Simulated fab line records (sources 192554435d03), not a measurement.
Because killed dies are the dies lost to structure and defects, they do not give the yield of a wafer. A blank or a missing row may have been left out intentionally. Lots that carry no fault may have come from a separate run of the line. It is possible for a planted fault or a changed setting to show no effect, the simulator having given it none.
fab line records -- flow n5-finfet
[record] lots = 5, wafers = 15, last-day = 18
route steps=1938 shown WELL_APT@20 PMOS_HMC_CHANNEL_EPI@57 BEOL_M4@1111 PASSIVATION@1936
lots that met no fault: taken from a fault-free run of the same line
start-h: hours from the record's first day to the start of the lot's first wafer shown -- wait-h: time in hours since the lot's previous step -- " the same as in the row above -- L1.1+2: several wafers, shown together as one row -- - value missing, or start not given -- * or withheld: withheld -- < > ~ a bound
route shown NAME@n: NAME is a module with steps in the file, n the number in the route of the first one -- usual: average and standard deviation across the fault-free wafers -- same: alike in all rows -- chamber/n: place in a boat -- sites: readings site by site -- _std_site: how widely they spread, as a standard deviation -- _edge_site: outer sites' mean less inner sites' -- radius-mm: how far each site lies from the wafer's centre -- mask NAME#n: copy n -- behind: tool/chamber where the wafer was last shaped -- hold: cause of the lot's hold/its duration in hours/its outcome -- device: the n, p or np transistor that did not switch -- end of line: the tests these same wafers got at the end of their route -- a step given without rows: its recipe and nothing more -- killed: count of dies lost to structure and defects at first sort (not the wafer's yield) -- map: a wafer's dies, x killed, . not, _ none there
set.NAME: the run value of the setting; set.NAME@STEP: its run value at that earlier step -- model.NAME: the simulator's own value behind a step, which no gauge read
lots seen at some steps along the route; tables by step, rows by wafer
services: the hour from which a tool's chamber was out of use, counted from the record's first day as start-h (under 0 if before that day), plus the number of hours and why
[[steps]]
[step N5_WELL_APT_HMDS_01]
[recipe] time-s = 60, temp-c = 120
[step N5_WELL_APT_COAT_02]
[recipe] spin-rpm = 1357, resist-thk-nm = 950
[step N5_WELL_APT_EBR_04]
[recipe] solvent = PGMEA, ebr-width-mm = 1.5
[step N5_WELL_APT_SOFTBAKE_03]
[recipe] temp-c = 130, time-s = 60
[step N5_WELL_APT_EXPOSE_05]
[recipe] mask-id = NWELL, na = 0.8, source-shape = conventional, sigma-outer = 0.8, polarization = unpolarized, defocus-nm = 0, target-cd-nm = 200, dose-mj = 20.3
[step N5_WELL_APT_PEB_06]
[recipe] peb-temp-c = 130, peb-time-s = 90
[step N5_WELL_APT_DEVELOP_07]
[recipe] develop-time-s = 45, rinse-liquid = surfactant-rinse, dry = air-spin, dev-temp-c = 21
[step N5_WELL_APT_HARDBAKE_12]
[recipe] temp-c = 130, time-s = 120
[step N5_WELL_APT_DESCUM_13]
[recipe] chemistry = O2, time-s = 7.9, source-power-w = 50, bias-power-w = 20, pressure-mtorr = 20, rf-frequency-hz = 2.712e+07, temp-c = 40, o2-flow-sccm = 225
[step N5_WELL_APT_IMPLANT_14]
[recipe] species = P, energy-kev = 160, dose-cm2 = 1.5e+13, tilt-deg = 0, rotation-deg = 0
[usual] dose-ions-cm2 = 1.5002e+13/1.6e+10, faraday-current-uA = 190/3.5
lot.wafer,tool,chamber,start-h,wait-h,dose-ions-cm2,faraday-current-uA
L561.2,implanter-02,0,61.83,0.1,1.9808e+13,254
L561.3,implanter-02,0,61.83,0.1,1.9774e+13,251
L561.4,implanter-02,0,61.83,0.1,1.9788e+13,247
L564.1,implanter-02,0,80.14,0.1,1.9804e+13,251
L564.5,implanter-02,0,80.14,0.1,1.9823e+13,259
L564.6,implanter-02,0,80.14,0.1,1.9795e+13,252
L565.2,implanter-02,0,86.01,0.1,1.98e+13,251
L565.3,implanter-02,0,86.01,0.1,1.98e+13,252
L565.4,implanter-02,0,86.01,0.1,1.9787e+13,246
L566.1,implanter-01,0,91.78,0.1,1.4983e+13,183
L566.3,implanter-01,0,91.78,0.1,1.5e+13,190
L566.5,implanter-01,0,91.78,0.1,1.5006e+13,193
L575.2,implanter-02,0,146.15,0.1,1.4991e+13,192
L575.4,implanter-02,0,146.15,0.1,1.5016e+13,188
L575.6,implanter-02,0,146.15,0.1,1.4984e+13,193
[step N5_WELL_APT_IMPLANT_15]
[recipe] species = As, energy-kev = 25, dose-cm2 = 1.5e+13, tilt-deg = 0, rotation-deg = 0
[step N5_WELL_APT_STRIP_16]
[recipe] chemistry = SPM, time-s = 900, temp-c = 130, h2so4-h2o2-vol-ratio = 4, dry = ipa-marangoni
[step N5_WELL_APT_HMDS_18]
[recipe] time-s = 60, temp-c = 120
[step N5_WELL_APT_COAT_19]
[recipe] spin-rpm = 1357, resist-thk-nm = 950
[step N5_WELL_APT_EBR_21]
[recipe] solvent = PGMEA, ebr-width-mm = 1.5
[step N5_WELL_APT_SOFTBAKE_20]
[recipe] temp-c = 130, time-s = 60
[step N5_WELL_APT_EXPOSE_22]
[recipe] mask-id = PWELL, na = 0.8, source-shape = conventional, sigma-outer = 0.8, polarization = unpolarized, defocus-nm = 0, target-cd-nm = 200, dose-mj = 23.2
[step N5_WELL_APT_PEB_23]
[recipe] peb-temp-c = 130, peb-time-s = 90
[step N5_WELL_APT_DEVELOP_24]
[recipe] develop-time-s = 45, rinse-liquid = surfactant-rinse, dry = air-spin, dev-temp-c = 21
[step N5_WELL_APT_HARDBAKE_29]
[recipe] temp-c = 130, time-s = 120
[step N5_WELL_APT_DESCUM_30]
[recipe] chemistry = O2, time-s = 7.9, source-power-w = 50, bias-power-w = 20, pressure-mtorr = 20, rf-frequency-hz = 2.712e+07, temp-c = 40, o2-flow-sccm = 225
[step N5_WELL_APT_IMPLANT_31]
[recipe] species = B, energy-kev = 60, dose-cm2 = 1.5e+13, tilt-deg = 0, rotation-deg = 0
[step N5_WELL_APT_IMPLANT_32]
[recipe] species = BF2, energy-kev = 50, dose-cm2 = 2e+13, tilt-deg = 0, rotation-deg = 0
[step N5_WELL_APT_STRIP_33]
[recipe] chemistry = SPM, time-s = 900, temp-c = 130, h2so4-h2o2-vol-ratio = 4, dry = ipa-marangoni
[step N5_WELL_APT_RTA_34]
[recipe] temp-c = 1000, time-s = 10, ambient = N2, idle-temp-c = 600, ramp-up-c-per-s = 150, ramp-down-c-per-s = 60, cool-to-c = 600
[step N5_WELL_APT_OXIDE_STRIP_42]
[recipe] chemistry = dHF, dilution = 25:1, time-s = 45, temp-c = 25, target = SiO2, target-depth-a = 120
[step N5_WELL_APT_PRECLEAN_36]
[recipe] chemistry = O3/DIW, time-s = 45, temp-c = 22, o3-ppm = 10
[step N5_WELL_APT_PRECLEAN_39]
[recipe] chemistry = dHF, time-s = 60, dilution = 150:1, temp-c = 25
[step N5_WELL_APT_SRD_37]
[recipe] dry = ipa-marangoni, do-ppb = 5, time-s = 30, temp-c = 23, rinse-liquid = diw
[step N5_WELL_APT_EPI_41]
[recipe] material = Si, target-thk-a = 500, temp-c = 650, precursor = SiH4/H2, pressure-torr = 20, time-s = 297.7
[step N5_PMOS_HMC_CHANNEL_EPI_HM_DEP_34]
[recipe] material = SiO2, target-thk-a = 360, temp-c = 400, precursor = TEOS/O2, pressure-torr = 6.5, rf-w = 900, teos-flow-sccm = 161.4, gas = O2, flow-sccm = 2650, time-s = 6.9
[step N5_PMOS_HMC_CHANNEL_EPI_COAT_31]
[recipe] resist = BARC, temp-c = 205, time-s = 60, spin-rpm = 1500, resist-thk-nm = 66
[step N5_PMOS_HMC_CHANNEL_EPI_COAT_03]
[recipe] resist = CAR-ArF-block, spin-rpm = 1500, resist-thk-nm = 205
[step N5_PMOS_HMC_CHANNEL_EPI_EBR_05]
[recipe] solvent = PGMEA, ebr-width-mm = 1.5
[step N5_PMOS_HMC_CHANNEL_EPI_SOFTBAKE_04]
[recipe] temp-c = 110, time-s = 60, resist = CAR-ArF-block
[step N5_BEOL_M4_RC_MEAS_101]
[usual] DIBL_N = 36.5/1.4, DIBL_P = 36.9/1.7, IOFF_N = 0.163/0.023, IOFF_P = 0.22/0.032, ION_N = 673/9, ION_P = 462/7.5, RS_NWELL = 1037/6.6, SS_N = 71.6/0.54, SS_P = 73.4/0.62, VT_N = 249.8/2.8, VT_P = -250/3.5
lot.wafer,tool,chamber,start-h,wait-h,DIBL_N[mV/V],DIBL_P[mV/V],IOFF_N[nA/um],IOFF_P[nA/um],ION_N[uA/um],ION_P[uA/um],RS_NWELL[ohm/sq],SS_N[mV/dec],SS_P[mV/dec],VT_N[mV],VT_P[mV]
L561.2,prober-01,0,213.27,0.2,34.3,35.5,0.149,0.22,677,468,887,72.3,73.1,248.2,-249
L561.3,prober-01,0,213.27,0.2,35.8,37.1,0.162,0.24,670,465,883,71.9,73.6,251.1,-247
L561.4,prober-01,0,213.27,0.2,35.5,36.8,0.170,0.24,676,467,891,72.5,73.2,248.0,-249
L565.2,prober-02,0,245.77,0.2,35.2,34.9,0.137,0.19,676,460,896,70.7,72.8,252.8,-253
L565.3,prober-02,0,245.77,0.2,35.3,34.9,0.141,0.20,666,461,890,70.8,72.9,253.7,-248
L565.4,prober-02,0,245.77,0.2,36.9,37.8,0.178,0.24,680,467,889,71.6,73.4,248.0,-251
L564.1,prober-02,0,246.76,0.0,37.3,38.7,0.190,0.22,684,462,890,72.1,73.4,245.6,-252
L564.5,prober-02,0,246.76,0.0,38.1,39.3,0.207,0.24,676,450,894,72.2,74.1,245.3,-251
L564.6,prober-02,0,246.76,0.0,37.2,38.3,0.183,0.21,676,451,895,72.1,73.3,247.5,-253
L566.1,prober-02,0,250.63,0.0,38.9,37.8,0.198,0.22,680,460,1038,72.1,74.2,246.4,-250
L566.3,prober-02,0,250.63,0.0,37.4,35.6,0.162,0.19,681,453,1044,71.9,73.0,250.4,-253
L566.5,prober-02,0,250.63,0.0,37.7,36.0,0.162,0.19,662,453,1047,71.2,73.7,251.5,-254
L575.2,prober-02,0,310.03,0.2,37.8,36.4,0.151,0.20,665,457,1042,72.0,73.1,253.7,-251
L575.4,prober-02,0,310.03,0.2,37.6,36.6,0.159,0.21,675,461,1030,72.3,73.2,249.4,-250
L575.6,prober-02,0,310.03,0.2,36.4,35.7,0.138,0.19,663,454,1034,71.3,73.0,255.7,-251
[step N5_PASSIVATION_PROBE_49]
[usual] defect-limited-yield = 91.2/1.4, killed_at_M0_to_M3 = 35/11, killed_at_M4_up = 12/4.2, killed-at-contacts = 13/5.6, killed-at-front-end = 40/12, killed-at-other = 3.3/2.6, killed-dies = 103/17, killed-open = 68/12, killed-short = 34/7.6, sort_bin_5_function = 5.1/0.95, sort_bin_6_memory = 3.3/0.68, sort-n-pass = 1077/17, sort-yield-pct = 91.2/1.4
[same] gross-dies = 1180, killed-at-back-side = 0, sort_bin_4_leakage[%] = 0, sort_bin_8_speed[%] = 0
lot.wafer,tool,chamber,start-h,wait-h,defect-limited-yield[%],killed_at_M0_to_M3,killed_at_M4_up,killed-at-contacts,killed-at-front-end,killed-at-other,killed-dies,killed-open,killed-short,sort_bin_5_function[%],sort_bin_6_memory[%],sort-n-pass,sort-yield-pct[%]
L565.2,prober-02,-,339.96,0.1,90.1,46,16,8,45,2,117,77,36,5.2,3.7,1063,90.1
L565.3,prober-02,-,340.01,0.1,90.7,32,18,12,45,3,110,61,44,5.7,3.0,1070,90.7
L565.4,prober-02,-,340.06,0.2,90.9,44,10,18,30,5,107,67,39,5.3,3.3,1073,90.9
L566.1,prober-01,-,351.40,0.3,87.9,53,17,21,45,7,143,91,51,7.5,4.3,1037,87.9
L566.3,prober-01,-,351.50,0.4,92.5,31,15,13,27,2,88,55,33,4.3,3.1,1092,92.5
L566.5,prober-01,-,351.60,0.5,93.0,33,11,13,25,1,83,55,27,3.9,2.9,1097,93.0
// killed by level:class
L565.2 STI_FIN_REVEAL:geometric-particle:open=12 BEOL_M2:geometric-particle:open=12 BEOL_M1:geometric-particle:open=9 BEOL_M4:geometric-particle:open=9 MOL_CONTACT_COAG:geometric-particle:open=7 BEOL_M0_SAQP:geometric-particle:short=7 BEOL_M0_SAQP:geometric-particle:open=7 FIN_SAQP:geometric-particle:open=6
L565.3 BEOL_M0_SAQP:geometric-particle:short=10 MOL_CONTACT_COAG:geometric-particle:open=9 STI_FIN_REVEAL:geometric-particle:open=8 ILD0:geometric-particle:short=6 BEOL_M5:geometric-particle:open=6 DUMMY_GATE:geometric-particle:open=5 GATE_CUT:geometric-particle:short=5 BEOL_M0_SAQP:geometric-particle:open=5
L565.4 BEOL_M0_SAQP:geometric-particle:short=20 MOL_CONTACT_COAG:geometric-particle:open=17 BEOL_M0_SAQP:geometric-particle:open=9 BEOL_M3:geometric-particle:open=8 STI_FIN_REVEAL:geometric-particle:open=5 ILD0:geometric-particle:short=5 GATE_CUT:geometric-particle:short=5 DUMMY_GATE:geometric-particle:open=4
L566.1 BEOL_M0_SAQP:geometric-particle:short=18 MOL_CONTACT_COAG:geometric-particle:open=16 BEOL_M0_SAQP:geometric-particle:open=16 FIN_SAQP:geometric-particle:open=14 FIN_SAQP:geometric-particle:short=13 BEOL_M4:geometric-particle:open=10 STI_FIN_REVEAL:geometric-particle:open=6 BEOL_M3:geometric-particle:open=6
L566.3 BEOL_M4:geometric-particle:open=11 MOL_CONTACT_COAG:geometric-particle:open=10 BEOL_M0_SAQP:geometric-particle:open=8 BEOL_M0_SAQP:geometric-particle:short=7 BEOL_M2:geometric-particle:open=7 STI_FIN_REVEAL:geometric-particle:open=6 STARTING-WAFER:geometric-particle:short=5 DUMMY_GATE:geometric-particle:open=4
L566.5 MOL_CONTACT_COAG:geometric-particle:open=10 BEOL_M0_SAQP:geometric-particle:open=10 BEOL_M2:geometric-particle:open=8 BEOL_M0_SAQP:geometric-particle:short=6 BEOL_M4:geometric-particle:open=4 MOL_CONTACT_COAG:geometric-particle:short=3 BEOL_M2:geometric-particle:short=3 BEOL_M5:geometric-particle:open=3
[[services]]
tool,chamber,start-h,hours,kind
implanter-01,-,103.34,4.9,pm
implanter-01,-,141.08,0.7,repair
[[key]]
[first-sign] step = N5_WELL_APT_IMPLANT_14, reading = dose-ions-cm2, direction = up, sigmas = 99+, usual = 1.5002e+13, struck = 1.9798e+13
[effect] step = N5_WELL_APT_IMPLANT_14, reading = faraday-current-uA, direction = up, sigmas = 17, usual = 190, struck = 252
[effect] step = N5_BEOL_M4_RC_MEAS_101, reading = RS_NWELL, direction = down, sigmas = 22, usual = 1037, struck = 891
met-at N5_WELL_APT_IMPLANT_14
struck-wafers L561.2,L561.3,L561.4,L564.1,L564.5,L564.6,L565.2,L565.3,L565.4
[fault] kind = process-parameter-drift, tool = implanter-02, chamber = -, onset-h = 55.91, steps = N5_WELL_APT_IMPLANT_14, channel = dose-cm2, offset = 4.7824e+12, shape = step, end-h = 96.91, acts-in = these-recipes-only, stated = 1.5e+13
